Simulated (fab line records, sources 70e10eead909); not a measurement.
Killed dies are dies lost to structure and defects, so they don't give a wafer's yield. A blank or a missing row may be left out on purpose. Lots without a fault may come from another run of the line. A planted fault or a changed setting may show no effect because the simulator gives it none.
Which tool did it? | flow nand_harc | 12 lots, 36 wafers sampled, at 2 steps of a route of 1159

WHAT THE GAUGES READ, wafer by wafer
NHARC_A_CONTACT_CD_MEAS_15.
lot  | measured     | on        | cd_nm (nm)
L076 | day 18 06:44 | cd_sem-03 | 90.1 89.8 90.2
L075 | day 18 15:12 | cd_sem-03 | 90.8 91.0 90.9
L081 | day 18 22:32 | cd_sem-03 | 90.2 89.9 90.4
L082 | day 19 08:05 | cd_sem-01 | 89.8 90.6 90.7
L084 | day 19 16:11 | cd_sem-02 | 89.8 90.2 89.9
L086 | day 19 22:39 | cd_sem-03 | 90.0 89.5 89.8
L087 | day 20 04:27 | cd_sem-02 | 90.2 90.9 90.6
L091 | day 21 12:04 | cd_sem-02 | 90.9 90.5 90.0
L088 | day 21 15:21 | cd_sem-02 | 90.0 89.8 89.0
L092 | day 21 21:17 | cd_sem-03 | 90.9 90.8 91.5
L094 | day 22 02:09 | cd_sem-02 | 90.8 90.0 90.2
L097 | day 23 03:20 | cd_sem-02 | 90.4 90.0 89.9

WHICH TOOL RAN EACH LOT (tool, then ch and the chambers of the sampled wafers, then the start)
lot  | NHARC_A_CONTACT_ETCH_136
L076 | har_cap_etch-03 ch 0,1, day 18 05:47
L075 | har_cap_etch-03 ch 0,1, day 18 14:14
L081 | har_cap_etch-01 ch 0,1, day 18 21:35
L082 | har_cap_etch-01 ch 0, day 19 07:06
L084 | har_cap_etch-02 ch 0,1, day 19 15:11
L086 | har_cap_etch-03 ch 0, day 19 21:38
L087 | har_cap_etch-03 ch 0,1, day 20 03:16
L091 | har_cap_etch-02 ch 0,1, day 21 11:07
L088 | har_cap_etch-03 ch 0,1, day 21 14:24
L092 | har_cap_etch-01 ch 0,1, day 21 20:17
L094 | har_cap_etch-01 ch 0,1, day 22 01:10
L097 | har_cap_etch-02 ch 0,1, day 23 02:20
- NHARC_A_CONTACT_ETCH_136: etches the open film in C4F8/O2/Ar, time 132 s, target depth 1287 nm.

THE ANSWER, worked out from the rows above alone
Rule: what is usual is taken from the lots themselves. Put in order of their means at a reading, lots are off if they are a third of the lots or fewer, leave a main group of 4 or more, and stand apart from it by a gap of 3 or more times the standard deviation of the main group's means; of several such gaps the widest counts. A main group whose means are all the same, to the digits that the tables above print for the reading, isn't used. A lot without any number at a reading at which 4 lots or more have one is off too. The other lots that the step has rows for count as sound.
No lot is off at any reading shown: from this, nothing can be told.

WHAT THE SIMULATOR HAD PUT IN
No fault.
